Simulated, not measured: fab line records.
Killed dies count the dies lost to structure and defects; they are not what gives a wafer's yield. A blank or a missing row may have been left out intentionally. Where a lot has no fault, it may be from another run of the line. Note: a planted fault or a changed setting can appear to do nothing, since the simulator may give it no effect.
Problem report, 8D (eight disciplines) form, completed by code / flow n5Finfet / the parts of the form that need people (team, actions taken, sign-off) are left out

== 1. THE PROBLEM ==
Wafers without a fault read 15000 W, standard deviation 2.7; cathodeDcPowerW at N5_BEOL_M15_SPUTTER_44 reads a mean of 10558 W on 6 wafers belonging to 2 lots. That is -99 or more standard deviations from the usual mean.
The step: material Ta, target thk 15 nm, time 24.19 s.
First seen on wafer L859.1, day 14 10:34, on pvdSputter-03. The record has a number at this step for 27 wafers belonging to 9 lots. By rule, "out" or "out of limits" means more than 4 standard deviations away from the usual mean. Any other wafer with a number is counted as sound.

== 2. WHAT IT IS; WHAT IT IS NOT ==
question=which readings at this step | is=cathodeDcPowerW | is not=throttleValvePct
question=which lots | is=L859, L861 | is not=L854, L867, L871, L874, L875, L876, L877
question=which wafers of those lots | is=all that have a number | is not=-
question=read on which tools | is=pvdSputter-03 | is not=pvdSputter-01, pvdSputter-02
question=when | is=from day 14 10:34 | is not=up to then (3 sound wafers); but 18 sound wafers of L867, L871, L874, L875, L876, L877 came after

== 3. WHAT RULES OUT EACH SUSPECT ==
Counting: a tool at any process step up to the reading remains a suspect when it ran all the lots that are out and ran no sound lot after the first of those.
- rieDiel-02 at N5_BEOL_M15_ETCH_61 (etches BARC in N2/H2, target depth 89 nm, overetch 26.7 nm, time 67.9 s): ruled out as a lasting fault. Following L859 (day 14 07:55), the first lot on it that is out, the sound lots L867, L877 were run on it.
- pvdSputter-03 at N5_BEOL_M15_SPUTTER_44 (material Ta, target thk 15 nm, time 24.19 s): kept. It processed each lot that is out, first L859 at day 14 10:34, and no sound lot thereafter; up to then, the last sound lot it processed was L854 at day 12 16:12. Its own readings are out on those wafers: cathodeDcPowerW.
The count leaves pvdSputter-03 at N5_BEOL_M15_SPUTTER_44.

== 4. THE CAUSE (what the simulator had put in) ==
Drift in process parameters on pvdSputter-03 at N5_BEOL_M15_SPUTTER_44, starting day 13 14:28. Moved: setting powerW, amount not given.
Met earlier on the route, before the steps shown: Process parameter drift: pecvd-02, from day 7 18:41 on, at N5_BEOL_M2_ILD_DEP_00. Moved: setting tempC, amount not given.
This tool alone remained once counting was done.

== 5. SEQUENCE OF EFFECTS, ordered by route ==
Rows list readings where the struck wafers' mean (over those with a number) sits beyond 3 standard deviations from the usual. Only readings whose record carries a usual standard deviation are examined. hours: median over the lots of the time between each lot's start at the first step of this table that gives one and its start at this step. sigmas: the change, counted in usual standard deviations.
hours=0; step=N5_BEOL_M15_SPUTTER_44; reading=cathodeDcPowerW; usual=15000 W; on struck wafers=10558; change=-4442; sigmas=-99 or more
hours=2; step=N5_BEOL_M15_CMP_49; reading=barrierFieldEndpointS; usual=11.30 s; on struck wafers=9.68; change=-1.62; sigmas=-6.2
Here are the process steps it includes:
- N5_BEOL_M15_SPUTTER_44: material Ta, target thk 15 nm, time 24.19 s.
- N5_BEOL_M15_CMP_49: polishes, stops on SiO2, t overpolish 4.9 s, target thk 850 nm.

== 6. WHAT WOULD HAVE CAUGHT IT SOONER ==
First out-of-limits reading in this record: day 14 10:34, which is 20 hours after fault onset at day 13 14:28.
